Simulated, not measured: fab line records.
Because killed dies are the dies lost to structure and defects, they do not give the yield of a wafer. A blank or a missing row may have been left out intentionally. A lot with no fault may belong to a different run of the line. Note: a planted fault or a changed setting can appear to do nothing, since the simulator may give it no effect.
Split-lot experiment ; flow n5Finfet ; 21 wafers read across 7 lots, on a route 1938 steps long

== THE SPLIT ITSELF ==
At N5_BEOL_M6_ETCH_66 (etches SOC in N2/H2, target depth 80 nm, overetch 16 nm, time 120 s), the setting biasW was moved away from the recipe's 150 W on 9 of the 21 wafers read, by -16.7% to +14.9%. For the rest of the wafers, this setting stayed at what the recipe calls for.

The reading is taken at the split's own step.

== THE READING ==
rfVppV, in V, at N5_BEOL_M6_ETCH_66 (etches SOC in N2/H2, target depth 80 nm, overetch 16 nm, time 120 s). Fault-free wafers of this fab line usually give 523.6 V, standard deviation 3 V.

wafer;tool, chamber at the split;biasW as run, W;against the recipe;rfVppV, V;against lot-mates on the recipe
L079.1;rieDiel-05, 2;171;+14.0%;561.4;+40.7
L079.3;rieDiel-05, 3;171;+14.0%;571.0;+50.3
L079.5;rieDiel-05, 1;150;recipe;520.7;-
L080.2;rieDiel-05, 1;163.4;+8.9%;549.2;+22.7
L080.4;rieDiel-05, 0;163.4;+8.9%;547.6;+21.1
L080.5;rieDiel-05, 3;150;recipe;526.5;-
L084.2;rieDiel-04, 1;157.3;+4.9%;545.2;+19.9
L084.3;rieDiel-04, 0;150;recipe;526.2;-
L084.4;rieDiel-04, 3;150;recipe;524.5;-
L089.2;rieDiel-04, 3;150;recipe;525.7;-
L089.3;rieDiel-04, 2;150;recipe;526.7;-
L089.6;rieDiel-04, 1;150;recipe;526.7;-
L091.3;rieDiel-04, 3;172.4;+14.9%;573.5;+48.9
L091.5;rieDiel-04, 2;172.4;+14.9%;573.6;+49.0
L091.6;rieDiel-04, 3;150;recipe;524.6;-
L097.2;rieDiel-01, 2;150;recipe;523.7;-
L097.4;rieDiel-01, 1;150;recipe;521.1;-
L097.6;rieDiel-01, 2;150;recipe;525.6;-
L096.1;rieDiel-01, 1;124.9;-16.7%;465.6;-60.5
L096.4;rieDiel-01, 3;124.9;-16.7%;469.9;-56.2
L096.5;rieDiel-01, 3;150;recipe;526.1;-

THE FIT
A straight line over all 21 wafers: rfVppV changes by +3.22 V for each +1% of biasW; r = +0.99; the points scatter about the line by 3.3 V.
The same after taking each lot's own level away (the mean of its wafers on the recipe; 21 wafers): +3.3 V for each +1%; r = +0.99; scatter 3.2 V.
According to that fit, moving biasW by its largest amount changes the reading by 55 V.
The lots' own levels span 520.70 to 526.50 V, that is 1.9 times the standard deviation above.
The two slopes are in agreement: the lot-to-lot level therefore moves the slope only a little.
Check: -54.4 V against its lot-mates is what the line predicts for one of the wafers moved furthest among these (-16.7%) when that wafer is left out of the fit. Against them it came out at -60.5 V.
Tool readings at the split's step, against how far the setting was moved: rfVppV r = +0.99.

== THE OTHER SPLITS THESE WAFERS WENT THROUGH ==
Other splits were also applied to these wafers ahead of the reading. Each is held against what the fit with the lots' levels taken away leaves over:
other split on the same wafers;wafers away from the commonest value;r with rfVppV (lot level and that fit taken away)
N5_BEOL_M6_EXPOSE_25 doseMj;7;-0.05

== THE WHOLE CHAIN: every reading that the file lists as answering this split, in the file's order ==
step;what it does;reading;change (the file's fit);r (the file's)
N5_BEOL_M6_ETCH_66;etches SOC in N2/H2, target depth 80 nm, overetch 16 nm, time 120 s;rfVppV;+3.28 V for each +1% of the setting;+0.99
N5_BEOL_M6_ETCH_66;etches SOC in N2/H2, target depth 80 nm, overetch 16 nm, time 120 s;SiARC_of_BEOL_M6_COAT_64.thkNm (the simulator's own value, which no gauge read);-0.083 nm for each +1% of the setting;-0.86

== FILE'S OWN FIT ==
rfVppV changes by +3.28 V for each +1% of biasW, r = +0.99.
